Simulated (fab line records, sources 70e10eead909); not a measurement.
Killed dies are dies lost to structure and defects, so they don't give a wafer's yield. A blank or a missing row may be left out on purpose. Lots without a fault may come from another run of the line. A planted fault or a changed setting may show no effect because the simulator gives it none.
fab line records | flow nand_harc
record lots=5 wafers=15 last_day=34
route steps=1302 shown THIN_TSV@1261 END@1301
lots that met no fault: from a run of the same line without faults
start_h: hours from the record's first day to the start of the lot's first wafer shown | wait_h: hours since the lot's step before | " the same as in the row above | L1.1+2: a row that stands for several wafers | - no value, or no start given | * or withheld: withheld | < > ~ a bound
route shown NAME@n: a module of which the file shows steps, and the number in the route of the first | usual: mean/standard deviation of fault-free wafers | same: alike in all rows | chamber/n: place in a boat | sites: the reading at each site | _std_site: their standard deviation | _edge_site: outer sites' mean less inner sites' | radius_mm: how far each site lies from the wafer's centre | mask NAME#n: copy n | behind: the tool/chamber that last shaped the wafer | hold: why the lot was held/for how many hours/how that ended | device: the transistor (n, p or np) that didn't switch | end of line: the same wafers' tests at the end of the route | a step without rows: its recipe alone | killed: dies lost to structure and defects at the first sort, not the wafer's yield | map: a wafer's dies, x killed, . not, _ none there
set.NAME: the setting as run; set.NAME@STEP: as run at that earlier step | model.NAME: the simulator's own value behind a step, which no gauge read
lots at some steps of the route; a table a step, a row a wafer
services: from which hour (start_h, from the record's first day; less than 0 if before it) a tool's chamber was out of use, for how many hours, and why
## steps
# step NHARC_THIN_TSV_DESCUM_14
# recipe time_s=3 o2_flow_sccm=200 ar_flow_sccm=0 bias_power_w=0 chemistry=O2
# step NHARC_THIN_TSV_ETCH_44
# recipe target_depth_a=15942 time_s=797.1 cf4_flow_sccm=150 o2_flow_sccm=10 ar_flow_sccm=0 rf_w=300 bias_w=800 chemistry=CF4/O2
# step NHARC_THIN_TSV_ETCH_15
# recipe target_depth_a=30000 bosch_target_overetch_cycles=2 bosch_etch_step_s=2.8 bosch_dep_step_s=1.2 bosch_cycles=14
# step NHARC_THIN_TSV_CD_MEAS_16
# usual cd_nm=1000.6/1.6
# columns lot.wafer tool chamber start_h wait_h cd_nm
L610.3 cd_sem-01 - 561.18 0.1 998.5
L610.4 " - " " 1002.2
L610.6 " - " " 1001.0
L615.3 cd_sem-02 - 641.09 0.1 1000.2
L615.5 " - " " 1003.2
L615.6 " - " " 1001.2
L624.2 cd_sem-01 - 714.28 0.1 1001.7
L624.4 " - " " 1001.9
L624.5 " - " " 1000.5
L627.1 cd_sem-03 - 726.75 0.1 1001.8
L627.3 " - " " 1001.3
L627.6 " - " " 1001.2
L629.1 cd_sem-02 - 788.97 0.2 1004.1
L629.2 " - " " 1000.8
L629.5 " - " " 1003.1
# step NHARC_THIN_TSV_STRIP_45
# recipe power_w=1500 temp_c=250 chemistry=O2
# step NHARC_THIN_TSV_STRIP_46
# recipe time_s=1200 temp_c=72.5 chemistry=post_etch_residue_remover
# step NHARC_THIN_TSV_DEP_47
# recipe target_thk_a=2000 temp_c=withheld pressure_torr=6.5 rf_w=900 teos_flow_sccm=161.4 flow_sccm=2650 target_thk_nm=200 gas=O2 material=SiO2
# step NHARC_THIN_TSV_ETCHBACK_48
# recipe target_depth_a=10285 over_etch_frac=0.3 time_s=405.17 ion_energy_ev=250 c4f8_flow_sccm=withheld ar_flow_sccm=withheld rf_w=600 bias_w=300 chemistry=C4F8/Ar
# usual bias_w=300.1/0.94 oes_product_au=0.94/0.033 rf_vpp_V=547/3.5
# columns lot.wafer tool chamber start_h wait_h bias_w oes_product_au rf_hours_counter_h rf_vpp_V
L610.3 rie_diel-06 1 562.49 - 298.2 1.01 3.3 552
L610.4 " 3 " " 299.0 1.00 2.5 542
L610.6 " 0 " " 300.6 0.98 - 550
L615.3 rie_diel-06 0 642.36 - 300.4 0.92 7.9 547
L615.5 " 0 " " 301.8 0.91 - 548
L615.6 " 1 " " 299.7 0.93 - 551
L624.4 rie_diel-06 2 715.54 - 300.3 0.92 1.7 551
L624.2 " 0 " " 300.8 0.92 1.4 547
L624.5 " 2 " " 299.7 0.92 - 552
L627.3 rie_diel-06 2 728.05 - 298.9 0.92 2.4 554
L627.1 " 3 " " 300.6 0.93 2.1 544
L627.6 " 2 " " 298.6 0.91 - 553
L629.2 rie_diel-06 2 790.29 - 298.7 0.92 5.1 552
L629.1 " 3 " " 299.7 0.93 4.8 541
L629.5 " 1 " " 299.7 0.94 - 553
# step NHARC_THIN_TSV_STRIP_62
# recipe power_w=1500 temp_c=250 time_s=20 chemistry=N2/H2
# usual drypump_motor_current_A=5.4/0.54 heater_power_w=349/36
# columns lot.wafer tool chamber start_h wait_h drypump_motor_current_A heater_power_w rf_hours_counter_h
L610.3 plasma_asher-01 0 562.85 - 5.8 331 -
L610.4 " 1 " " 4.7 398 -
L610.6 " 1 " " 4.7 405 -
L615.3 plasma_asher-01 1 642.80 - 4.8 399 -
L615.6 " 0 " " 5.8 327 -
L615.5 " 1 " " 4.7 399 -
L624.2 plasma_asher-01 0 715.90 - 5.8 305 2
L624.4 " 1 " " 4.7 387 -
L624.5 " 1 " " 4.7 386 -
L627.1 plasma_asher-02 1 728.37 - 5.5 315 27
L627.3 " 0 " " 6.1 338 -
L627.6 " 0 " " 6.1 344 -
L629.2 plasma_asher-01 1 790.62 - 4.7 381 16
L629.1 " 0 " " 5.8 301 16
L629.5 " 1 " " 4.7 380 -
# step NHARC_THIN_TSV_DEGAS_49
# recipe temp_c=300 time_s=120
# step NHARC_THIN_TSV_PRE_CLEAN_50
# recipe time_s=30 temp_c=280 gas=H2/He
# step NHARC_THIN_TSV_PVD_19
# recipe target_thk_a=200 chamber_pressure_pa=5 material=TaN
# step NHARC_THIN_TSV_PVD_51
# recipe target_thk_a=1000 chamber_pressure_pa=5 material=Cu
# usual throttle_valve_pct=29.2/1
# columns lot.wafer tool chamber start_h wait_h throttle_valve_pct
L610.3 pvd_sputter-03 - 563.25 - 28.1
L610.4 " - " " 28.7
L610.6 " - " " 28.1
L615.3 pvd_sputter-03 - 643.18 - 28.2
L615.6 " - " " 28.0
L615.5 " - " " 28.7
L624.4 pvd_sputter-01 - 716.34 - 29.7
L624.2 " - " " 29.1
L624.5 " - " " 29.4
L627.1 pvd_sputter-02 - 728.82 - 27.9
L627.3 " - " " 32.0
L627.6 " - " " 27.8
L629.2 pvd_sputter-01 - 791.09 - 29.9
L629.1 " - " " 30.8
L629.5 " - " " 30.4
# step NHARC_THIN_TSV_ECD_20
# recipe target_thk_a=20000 material=Cu
# step NHARC_THIN_TSV_ANNEAL_52
# recipe temp_c=225 time_s=90
# usual wafer_temp_C_max=226.04/0.26
# columns lot.wafer tool chamber start_h wait_h wafer_temp_C_max
L610.3 rtp_anneal-02 0 564.39 0.7 226.44
L610.4 " 0 " " 226.38
L610.6 " 0 " " 226.44
L615.3 rtp_anneal-01 0 644.21 0.4 225.84
L615.5 " 0 " " 225.98
L615.6 " 0 " " 226.35
L624.2 rtp_anneal-01 0 717.58 0.9 225.54
L624.4 " 0 " " 225.95
L624.5 " 0 " " 225.91
L627.1 rtp_anneal-02 0 729.74 0.5 225.57
L627.3 " 0 " " 225.93
L627.6 " 0 " " 225.67
L629.1 rtp_anneal-02 0 792.01 0.7 226.17
L629.2 " 0 " " 226.38
L629.5 " 0 " " 225.90
# step NHARC_THIN_TSV_CMP_21
# recipe t_overpolish_s=30 target_thk_nm=2000
# step NHARC_THIN_TSV_SRD_23
# step NHARC_THIN_TSV_DEGAS_53
# recipe temp_c=300 time_s=60
# step NHARC_THIN_TSV_PRE_CLEAN_54
# recipe time_s=30 temp_c=280 gas=H2/He
# usual heater_power_w=411/41 susceptor_temp_C=280.02/0.16
# columns lot.wafer tool chamber start_h wait_h heater_power_w susceptor_temp_C
L610.3 pvd_sputter-02 - 565.19 0.1 382 280.01
L610.4 " - " " 447 280.14
L610.6 " - " " 371 280.08
L615.3 pvd_sputter-03 - 645.02 0.1 389 279.99
L615.5 " - " " 427 280.17
L615.6 " - " " 505 280.31
L624.4 pvd_sputter-01 - 718.43 0.1 414 280.05
L624.2 " - " " 446 279.70
L624.5 " - " " 379 280.28
L627.1 pvd_sputter-01 - 730.61 0.1 427 -
L627.3 " - " " 345 -
L627.6 " - " " 443 -
L629.1 pvd_sputter-03 - 792.98 0.2 480 -
L629.2 " - " " 417 -
L629.5 " - " " 477 -
# step NHARC_THIN_TSV_PVD_55
# recipe target_thk_a=500 material=TiN
# step NHARC_THIN_TSV_PVD_24
# recipe target_thk_a=8000 power_w=withheld chamber_pressure_pa=withheld substrate_temp_c=withheld time_s=withheld gas=Ar material=Al
# step NHARC_THIN_TSV_DEHYDRATE_25
# recipe temp_c=150 time_s=120
# step NHARC_THIN_TSV_HMDS_26
# recipe time_s=30
# step NHARC_THIN_TSV_COAT_27
# recipe spin_rpm=*
# step NHARC_THIN_TSV_SOFTBAKE_28
# recipe temp_c=122 time_s=95
# step NHARC_THIN_TSV_EBR_29
# step NHARC_THIN_TSV_EXPOSE_30
# recipe na=0.55 dose_mj=11.47 mask_id=PAD
# step NHARC_THIN_TSV_PEB_31
# recipe peb_temp_c=118 peb_time_s=85
# step NHARC_THIN_TSV_DEVELOP_32
# recipe time_s=70
# step NHARC_THIN_TSV_CD_MEAS_33
# recipe target_cd_nm=5000 landing_energy_ev=500
# usual cd_nm=4999.3/2.3
# columns lot.wafer tool chamber start_h wait_h cd_nm
L610.3 cd_sem-02 0 566.25 - 4999.9
L610.4 " 0 " " 5002.2
L610.6 " 0 " " 4999.6
L615.3 cd_sem-02 0 646.07 - 4997.6
L615.5 " 0 " " 4995.9
L615.6 " 0 " " 4994.1
L624.2 cd_sem-02 0 719.35 - 5000.8
L624.4 " 0 " " 5000.1
L624.5 " 0 " " 5000.1
L627.1 cd_sem-01 0 731.68 - 5001.2
L627.3 " 0 " " 5001.7
L627.6 " 0 " " 5000.6
L629.1 cd_sem-03 0 793.93 - 5001.2
L629.2 " 0 " " 5001.5
L629.5 " 0 " " 4999.6
# step NHARC_THIN_TSV_HARDBAKE_34
# recipe temp_c=125 time_s=80
# step NHARC_THIN_TSV_DESCUM_35
# recipe time_s=3 o2_flow_sccm=200 ar_flow_sccm=0 bias_power_w=0 chemistry=O2
# step NHARC_THIN_TSV_ETCH_59
# recipe target_depth_a=8800 icp_w=900 bias_w=100 Cl2_flow_sccm=60 bcl3_flow_sccm=30 time_s=138.1 chemistry=Cl2/BCl3
# usual bias_w=99.97/0.3 drypump_motor_current_A=5.8/0.38 oes_product_au=0.997/0.0081 throttle_valve_pct=22.265/0.0094
# columns lot.wafer tool chamber start_h wait_h bias_w drypump_motor_current_A oes_product_au rf_hours_counter_h throttle_valve_pct
L610.3 rie_metal-02 1 566.67 0.2 100.12 5.9 1.012 - 22.255
L610.4 " 1 " " 99.81 5.8 1.013 - 22.267
L610.6 " 1 " " 99.56 5.8 1.005 - 22.258
L615.3 rie_metal-01 0 646.42 0.1 100.33 5.6 0.996 - 22.273
L615.6 " 0 " " 99.86 5.5 0.993 - 22.249
L615.5 " 1 " " 99.56 5.7 0.997 - 22.259
L624.2 rie_metal-01 1 719.64 0.1 99.47 5.7 0.993 2.4 22.246
L624.4 " 1 " " 99.68 5.7 0.993 - 22.270
L624.5 " 0 " " 99.76 5.5 0.990 - 22.268
L627.1 rie_metal-03 0 731.99 0.1 99.92 5.4 0.985 0.8 22.246
L627.3 " 1 " " 99.93 6.4 0.995 - 22.275
L627.6 " 1 " " 100.25 6.4 1.001 - 22.255
L629.1 rie_metal-01 0 794.22 0.1 100.44 5.5 0.989 0.3 22.275
L629.2 " 1 " " 100.10 5.7 1.001 0.3 22.274
L629.5 " 1 " " 99.87 5.7 0.998 - 22.279
# step NHARC_THIN_TSV_ETCH_36
# recipe target_depth_a=650 over_etch_frac=0.3 time_s=18.571 ion_energy_ev=150 chemistry=Cl2/BCl3
# step NHARC_THIN_TSV_STRIP_56
# recipe power_w=1500 temp_c=250 chemistry=O2
# step NHARC_THIN_TSV_STRIP_57
# recipe time_s=1200 temp_c=72.5 chemistry=post_etch_residue_remover
# step NHARC_THIN_TSV_CD_MEAS_37
# usual cd_nm=4999.8/2.8
# columns lot.wafer tool chamber start_h wait_h cd_nm
L610.3 cd_sem-01 - 567.94 - 4998.1
L610.4 " - " " 5004.9
L610.6 " - " " 5001.3
L615.3 cd_sem-03 - 647.51 - 4997.5
L615.5 " - " " 4998.8
L615.6 " - " " 4996.0
L624.2 cd_sem-01 - 720.79 - 5003.5
L624.4 " - " " 5002.6
L624.5 " - " " 5001.1
L627.1 cd_sem-02 - 733.14 - 5001.9
L627.3 " - " " 5002.2
L627.6 " - " " 5002.1
L629.1 cd_sem-02 - 795.39 - 5005.2
L629.2 " - " " 5001.0
L629.5 " - " " 5002.0
# step NHARC_THIN_TSV_ANNEAL_58
# recipe temp_c=400 time_s=1800
# step NHARC_THIN_TSV_INSPECT_40
# usual raw_defect_count=578/90
# columns lot.wafer tool chamber start_h wait_h raw_defect_count
L610.3 defect_inspect-02 - 574.85 0.4 538
L610.4 " - " " 537
L610.6 " - " " 630
L615.3 defect_inspect-02 - 652.10 0.4 550
L615.5 " - " " 656
L615.6 " - " " 557
L624.2 defect_inspect-02 - 725.31 0.4 540
L624.4 " - " " 584
L624.5 " - " " 691
L627.1 defect_inspect-02 - 736.48 0.4 637
L627.3 " - " " 706
L627.6 " - " " 635
L629.1 defect_inspect-02 - 800.03 0.4 606
L629.2 " - " " 765
L629.5 " - " " 593
# step NHARC_END_WLT_00
# usual VT_DECK1_BOTTOM=0.872/0.0084 VT_DECK1_BOTTOM_INNER=0.872/0.0079 VT_DECK1_MEDIAN_NEAR_BOTTOM=0.874/0.0081 VT_DECK1_MEDIAN_NEAR_BOTTOM_INNER=0.874/0.0085 VT_DECK1_MIDDLE=0.885/0.0074 VT_DECK1_MIDDLE_INNER=0.885/0.0081 VT_DECK1_TOP=0.897/0.0081 VT_DECK1_TOP_INNER=0.897/0.0082 VT_DECK2_BOTTOM=0.871/0.0084 VT_DECK2_BOTTOM_INNER=0.870/0.0074 VT_DECK2_MEDIAN_NEAR_BOTTOM=0.871/0.0077 VT_DECK2_MEDIAN_NEAR_BOTTOM_INNER=0.871/0.0072 VT_DECK2_MIDDLE=0.883/0.0071 VT_DECK2_MIDDLE_INNER=0.883/0.0069 VT_DECK2_TOP=0.895/0.007 VT_DECK2_TOP_INNER=0.895/0.0079
# columns lot.wafer tool chamber start_h wait_h VT_DECK1_BOTTOM VT_DECK1_BOTTOM_INNER VT_DECK1_MEDIAN_NEAR_BOTTOM VT_DECK1_MEDIAN_NEAR_BOTTOM_INNER VT_DECK1_MIDDLE VT_DECK1_MIDDLE_INNER VT_DECK1_TOP VT_DECK1_TOP_INNER VT_DECK2_BOTTOM VT_DECK2_BOTTOM_INNER VT_DECK2_MEDIAN_NEAR_BOTTOM VT_DECK2_MEDIAN_NEAR_BOTTOM_INNER VT_DECK2_MIDDLE VT_DECK2_MIDDLE_INNER VT_DECK2_TOP VT_DECK2_TOP_INNER
L610.3 prober-02 - 583.63 8.8 0.869 0.879 0.870 0.873 0.890 0.885 0.889 0.908 0.867 0.874 0.878 0.886 0.883 0.885 0.895 0.900
L610.4 " - " " 0.873 0.882 0.873 0.876 0.897 0.896 0.899 0.909 0.868 0.873 0.865 0.868 0.890 0.878 0.900 0.901
L610.6 " - 585.13 10.3 0.876 0.873 0.873 0.879 0.887 0.880 0.909 0.896 0.880 0.875 0.872 0.870 0.886 0.878 0.903 0.903
L615.5 prober-01 - 655.71 3.6 0.869 0.874 0.865 0.878 0.887 0.881 0.890 0.902 0.875 0.869 0.881 0.874 0.887 0.879 0.894 0.897
L624.2 prober-02 - 725.87 0.6 0.879 0.881 0.873 0.875 0.889 0.887 0.900 0.902 0.869 0.868 0.867 0.872 0.873 0.882 0.885 0.884
L624.4 " - 726.88 1.6 0.875 0.888 0.877 0.880 0.886 0.888 0.901 0.901 0.861 0.865 0.866 0.866 0.876 0.869 0.879 0.878
L624.5 " - " " 0.873 0.877 0.878 0.876 0.886 0.884 0.903 0.900 0.870 0.859 0.869 0.876 0.883 0.875 0.899 0.886
L627.1 prober-01 - 736.53 0.0 0.875 0.877 0.879 0.868 0.878 0.886 0.897 0.896 0.866 0.871 0.876 0.871 0.890 0.882 0.895 0.904
L627.3 " - 737.54 1.1 0.873 0.872 0.871 0.878 0.876 0.883 0.896 0.901 0.873 0.872 0.876 0.870 0.883 0.883 0.890 0.893
L627.6 " - 739.07 2.6 0.868 0.861 0.878 0.870 0.876 0.882 0.900 0.902 0.873 0.870 0.870 0.873 0.882 0.880 0.889 0.897
L629.1 prober-01 - 800.07 0.0 0.857 0.860 0.860 0.866 0.873 0.860 0.881 0.881 0.876 0.873 0.871 0.873 0.886 0.889 0.895 0.901
L629.2 " - " " 0.851 0.861 0.858 0.857 0.869 0.863 0.878 0.879 0.866 0.867 0.867 0.866 0.878 0.885 0.886 0.898
L629.5 " - 802.08 2.1 0.849 0.853 0.849 0.851 0.867 0.866 0.883 0.875 0.860 0.863 0.865 0.873 0.882 0.886 0.891 0.894
# step NHARC_END_SORT_01
# recipe temp_c=25
# usual defect_limited_yield=93.3/1.5 killed_at_array=41/10 killed_at_other=0.8/0.91 killed_at_periphery=4.2/2.9 killed_dies=46/10 killed_open=3.5/2.1 killed_short=2.5/1.6 sort_bin_2_pct=2.4/0.71 sort_bin_3_pct=0.6/0.33 sort_bin_4_pct=3.8/0.93 sort_n_pass=631/10 sort_rim_yield_pct=86/4.5 sort_yield_pct=93.3/1.5
# same gross_dies=677 sort_bin_5_pct[%]=0 sort_bin_6_pct[%]=0 sort_bin_7_pct[%]=0 sort_bin_8_pct[%]=0 sort_rim_n_gross=106.00
# columns lot.wafer tool chamber start_h wait_h defect_limited_yield[%] killed_at_array killed_at_other killed_at_periphery killed_dies killed_open killed_short sort_bin_2_pct[%] sort_bin_3_pct[%] sort_bin_4_pct[%] sort_n_pass sort_rim_yield_pct[%] sort_yield_pct[%]
L610.3 prober-02 0 587.21 3.1 93.4 40 1 4 45 2 4 3.4 0.6 2.7 632 78 93.4
L610.4 prober-02 0 588.00 3.4 93.5 41 1 2 44 4 1 2.8 0.4 3.2 633 83 93.5
L610.6 prober-02 0 589.58 3.9 92.6 48 0 2 50 2 1 2.2 0.7 4.4 627 80 92.6
L615.3 prober-01 0 658.31 3.1 0 44 628 5 677 2 2 95.1 0.7 4.1 0 0 0
L615.5 prober-01 0 659.90 3.7 91.4 48 4 6 58 0 3 2.8 0.1 5.6 619 80 91.4
L615.6 prober-01 0 660.69 4.0 0 31 640 6 677 2 2 96.5 0.7 2.8 0 0 0
L624.2 prober-02 0 729.22 2.8 90.1 64 1 2 67 4 5 3.5 0.6 5.8 610 78 90.1
L624.4 prober-02 0 730.86 3.5 90.1 62 0 5 67 2 2 3.8 1.0 5.0 610 80 90.1
L624.5 prober-02 0 731.67 3.8 92.2 49 1 3 53 4 4 2.8 1.0 4.0 624 81 92.2
L627.1 prober-01 0 739.58 2.5 93.4 41 3 1 45 1 2 2.7 0.7 3.2 632 86 93.4
L627.3 prober-01 0 741.18 3.1 92.5 50 0 1 51 3 2 2.5 0.9 4.1 626 83 92.5
L627.6 prober-01 0 743.58 4.0 91.7 52 2 2 56 4 3 3.0 0.9 4.4 621 85 91.7
L629.1 prober-01 0 803.09 2.5 93.8 32 1 9 42 2 1 1.9 0.1 4.1 635 91 93.8
L629.2 prober-01 0 803.89 2.8 92.9 43 2 3 48 4 2 2.4 0.4 4.3 629 88 92.9
L629.5 prober-01 0 806.27 3.7 92.6 38 1 11 50 1 2 2.5 0.4 4.4 627 87 92.6
# killed by level:class
L610.3 A_CHANNEL_HOLE_D1:chamber_film_flake=20 A_SLIT:chamber_film_flake=10 A_CONTACT:chamber_film_flake=2 P_CONTACT:geometric_particle:short=1 A_CHANNEL_FILL_D1:geometric_particle:short=1 A_DECK1_JOINT:geometric_particle:short=1 A_ONON_D2:geometric_particle:short=1 A_WL_FILL:geometric_particle:open=1
L610.4 A_CHANNEL_HOLE_D1:chamber_film_flake=15 A_SLIT:chamber_film_flake=13 A_CHANNEL_HOLE_D2:chamber_film_flake=5 P_CONTACT:geometric_particle:open=2 A_STAIRCASE:chamber_film_flake=2 A_CONTACT:chamber_film_flake=2 A_M0:geometric_particle:open=1 A_M1:geometric_particle:open=1
L610.6 A_CHANNEL_HOLE_D1:chamber_film_flake=16 A_SLIT:chamber_film_flake=14 A_CONTACT:chamber_film_flake=7 A_CHANNEL_HOLE_D2:chamber_film_flake=4 A_STAIRCASE:chamber_film_flake=3 P_GATE:chamber_film_flake=2 A_ONON_D1:geometric_particle:open=1 A_ONON_D2:geometric_particle:short=1
L615.3 THIN_TSV:area_pvd=626 A_CHANNEL_HOLE_D1:chamber_film_flake=20 A_CHANNEL_HOLE_D2:chamber_film_flake=9 A_STAIRCASE:chamber_film_flake=8 P_ZERO_WELL:chamber_film_flake=4 A_CONTACT:chamber_film_flake=2 THIN_TSV:chamber_film_flake=2 P_BONDPAD:geometric_particle:open=1
L615.5 A_CHANNEL_HOLE_D1:chamber_film_flake=22 A_CHANNEL_HOLE_D2:chamber_film_flake=9 A_STAIRCASE:chamber_film_flake=9 P_ZERO_WELL:chamber_film_flake=4 A_CHANNEL_FILL_D2:chamber_film_flake=3 THIN_TSV:chamber_film_flake=3 A_CONTACT:chamber_film_flake=2 P_GATE:geometric_particle:short=1
L615.6 THIN_TSV:area_pvd=640 A_CHANNEL_HOLE_D1:chamber_film_flake=17 A_CHANNEL_HOLE_D2:chamber_film_flake=5 P_ZERO_WELL:chamber_film_flake=2 P_CONTACT:chamber_film_flake=2 A_ZERO_WELL:chamber_film_flake=2 A_STAIRCASE:chamber_film_flake=2 A_CONTACT:chamber_film_flake=2
L624.2 A_CHANNEL_HOLE_D1:chamber_film_flake=18 A_SLIT:chamber_film_flake=12 A_CHANNEL_HOLE_D2:chamber_film_flake=10 A_CONTACT:chamber_film_flake=7 A_STAIRCASE:chamber_film_flake=5 A_SOURCE_PLATE:geometric_particle:short=2 A_BONDPAD:chamber_film_flake=2 P_CONTACT:geometric_particle:open=1
L624.4 A_CHANNEL_HOLE_D1:chamber_film_flake=22 A_SLIT:chamber_film_flake=14 A_CHANNEL_HOLE_D2:chamber_film_flake=11 A_CONTACT:chamber_film_flake=5 A_STAIRCASE:chamber_film_flake=4 P_GATE:chamber_film_flake=3 A_ZERO_WELL:chamber_film_flake=2 P_CONTACT:geometric_particle:short=1
L624.5 A_CHANNEL_HOLE_D1:chamber_film_flake=16 A_SLIT:chamber_film_flake=15 A_CHANNEL_HOLE_D2:chamber_film_flake=3 A_CHANNEL_FILL_D1:geometric_particle:short=2 P_GATE:chamber_film_flake=2 A_CONTACT:chamber_film_flake=2 A_BONDPAD:chamber_film_flake=2 A_ONON_D1:geometric_particle:open=1
L627.1 A_SLIT:chamber_film_flake=16 A_CHANNEL_HOLE_D2:chamber_film_flake=9 A_STAIRCASE:chamber_film_flake=6 A_CHANNEL_HOLE_D1:chamber_film_flake=3 THIN_TSV:chamber_film_flake=3 A_M1:chamber_film_flake=2 A_CHANNEL_FILL_D1:geometric_particle:short=1 A_CHANNEL_FILL_D2:geometric_particle:open=1
L627.3 A_SLIT:chamber_film_flake=13 A_STAIRCASE:chamber_film_flake=8 A_CHANNEL_HOLE_D1:chamber_film_flake=7 A_CHANNEL_HOLE_D2:chamber_film_flake=7 A_M1:chamber_film_flake=4 A_CONTACT:chamber_film_flake=3 A_ONON_D1:geometric_particle:short=1 A_ONON_D1:geometric_particle:open=1
L627.6 A_CHANNEL_HOLE_D2:chamber_film_flake=14 A_SLIT:chamber_film_flake=13 A_STAIRCASE:chamber_film_flake=6 A_M1:chamber_film_flake=6 A_CHANNEL_FILL_D2:chamber_film_flake=3 A_CONTACT:chamber_film_flake=3 A_CHANNEL_FILL_D1:geometric_particle:short=2 P_STI:geometric_particle:short=1
L629.1 A_CONTACT:chamber_film_flake=9 A_SLIT:chamber_film_flake=8 A_CHANNEL_HOLE_D1:chamber_film_flake=7 P_CONTACT:chamber_film_flake=6 P_GATE:chamber_film_flake=2 A_STAIRCASE:chamber_film_flake=2 A_CHANNEL_FILL_D1:geometric_particle:open=1 A_CHANNEL_FILL_D2:geometric_particle:short=1
L629.2 A_SLIT:chamber_film_flake=23 A_CONTACT:chamber_film_flake=6 A_CHANNEL_HOLE_D1:chamber_film_flake=4 P_CONTACT:chamber_film_flake=3 A_STAIRCASE:chamber_film_flake=2 THIN_TSV:chamber_film_flake=2 A_CHANNEL_HOLE_D1:geometric_particle:short=1 A_CHANNEL_FILL_D1:geometric_particle:short=1
L629.5 A_CONTACT:chamber_film_flake=11 A_SLIT:chamber_film_flake=10 A_CHANNEL_HOLE_D1:chamber_film_flake=8 P_CONTACT:chamber_film_flake=5 P_ZERO_WELL:chamber_film_flake=4 A_CHANNEL_HOLE_D2:chamber_film_flake=4 P_CONTACT:geometric_particle:open=1 A_CHANNEL_HOLE_D1:geometric_particle:short=1
# map L615.3 (x killed, . not)
____________x____________
_________xxxxxxx_________
_______xxxxxxxxxxx_______
______xxxxxxxxxxxxx______
_____xxxxxxxxxxxxxxx_____
____xxxxxxxxxxxxxxxxx____
____xxxxxxxxxxxxxxxxx____
___xxxxxxxxxxxxxxxxxxx___
___xxxxxxxxxxxxxxxxxxx___
__xxxxxxxxxxxxxxxxxxxxx__
__xxxxxxxxxxxxxxxxxxxxx__
_xxxxxxxxxxxxxxxxxxxxxxx_
_xxxxxxxxxxxxxxxxxxxxxxx_
_xxxxxxxxxxxxxxxxxxxxxxx_
_xxxxxxxxxxxxxxxxxxxxxxx_
_xxxxxxxxxxxxxxxxxxxxxxx_
xxxxxxxxxxxxxxxxxxxxxxxxx
xxxxxxxxxxxxxxxxxxxxxxxxx
xxxxxxxxxxxxxxxxxxxxxxxxx
xxxxxxxxxxxxxxxxxxxxxxxxx
xxxxxxxxxxxxxxxxxxxxxxxxx
_xxxxxxxxxxxxxxxxxxxxxxx_
_xxxxxxxxxxxxxxxxxxxxxxx_
_xxxxxxxxxxxxxxxxxxxxxxx_
_xxxxxxxxxxxxxxxxxxxxxxx_
_xxxxxxxxxxxxxxxxxxxxxxx_
__xxxxxxxxxxxxxxxxxxxxx__
__xxxxxxxxxxxxxxxxxxxxx__
___xxxxxxxxxxxxxxxxxxx___
___xxxxxxxxxxxxxxxxxxx___
____xxxxxxxxxxxxxxxxx____
____xxxxxxxxxxxxxxxxx____
_____xxxxxxxxxxxxxxx_____
______xxxxxxxxxxxxx______
_______xxxxxxxxxxx_______
_________xxxxxxx_________
____________x____________
# map L610.6 (x killed, . not)
____________x____________
_________...x..x_________
_______.....x....._______
______.............______
_____..............._____
____.................____
____................x____
___...................___
___...................___
__.....................__
__....x................__
_.......x..............._
_......................._
_.....................x._
_......................._
_..........x............_
......................x..
.........................
.......................x.
......................x..
......x..................
_x......................_
_xxx.xx................._
_x....xx.........x......_
_x.x...................._
_xx....................._
__xx..x................__
__xx...................__
___x..................___
___.x.................___
____.................____
____.................____
_____.......xx......_____
______......x.x....______
_______..x.xxxx..._______
_________xxxxxx._________
____________x____________
## services
# columns tool chamber start_h hours kind
rie_metal-03 1 544.06 1.1 repair
pvd_sputter-03 - 561.61 0.8 repair
rie_metal-01 - 575.00 9.0 pm
pvd_sputter-01 - 582.05 10.0 pm
plasma_asher-02 - 603.15 9.0 pm
pvd_sputter-03 - 613.25 3.9 repair
pvd_sputter-01 - 613.37 1.2 repair
rie_metal-02 - 631.00 9.0 pm
pvd_sputter-02 - 638.04 10.0 pm
rie_diel-06 - 639.15 0.5 repair
pvd_sputter-03 - 646.89 3.6 repair
rie_diel-06 - 661.20 9.0 pm
rie_diel-06 3 672.30 4.1 repair
pvd_sputter-03 - 676.24 2.2 repair
plasma_asher-01 - 683.56 3.4 repair
rie_diel-06 3 695.15 4.3 repair
plasma_asher-01 - 696.22 9.0 pm
pvd_sputter-03 - 704.06 10.0 pm
rie_metal-01 - 730.25 0.4 repair
pvd_sputter-01 - 736.70 0.9 repair
rtp_anneal-02 - 744.04 12.0 pm
rie_metal-01 - 752.00 9.0 pm
pvd_sputter-01 - 760.05 10.0 pm
rie_diel-06 1 770.60 19.2 repair
## key
first_sign step=NHARC_END_SORT_01 reading=killed_at_other direction=up sigmas=99+ usual=0.8 struck=634
effect step=NHARC_END_SORT_01 reading=sort_bin_2_pct direction=up sigmas=99+ usual=2.4 struck=95.8
more_kills_born_at NHARC_THIN_TSV_PVD_51@pvd_sputter-03=1266
met_at NHARC_THIN_TSV_PVD_51
struck_wafers L615.3,L615.6
later_rows_left_out L615.3,L615.6
onset_between 563.25 643.18
fault kind=process_parameter_drift tool=pvd_sputter-03 chamber=- onset_h=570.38 steps=NHARC_THIN_TSV_PVD_51 channel=target_thk_a offset=* shape=step acts_in=* stated=* scope=struck_wafers_only
# later_rows_left_out: the simulator's readings of these wafers behind a module that went badly wrong aren't trusted and aren't shown, but for the sort
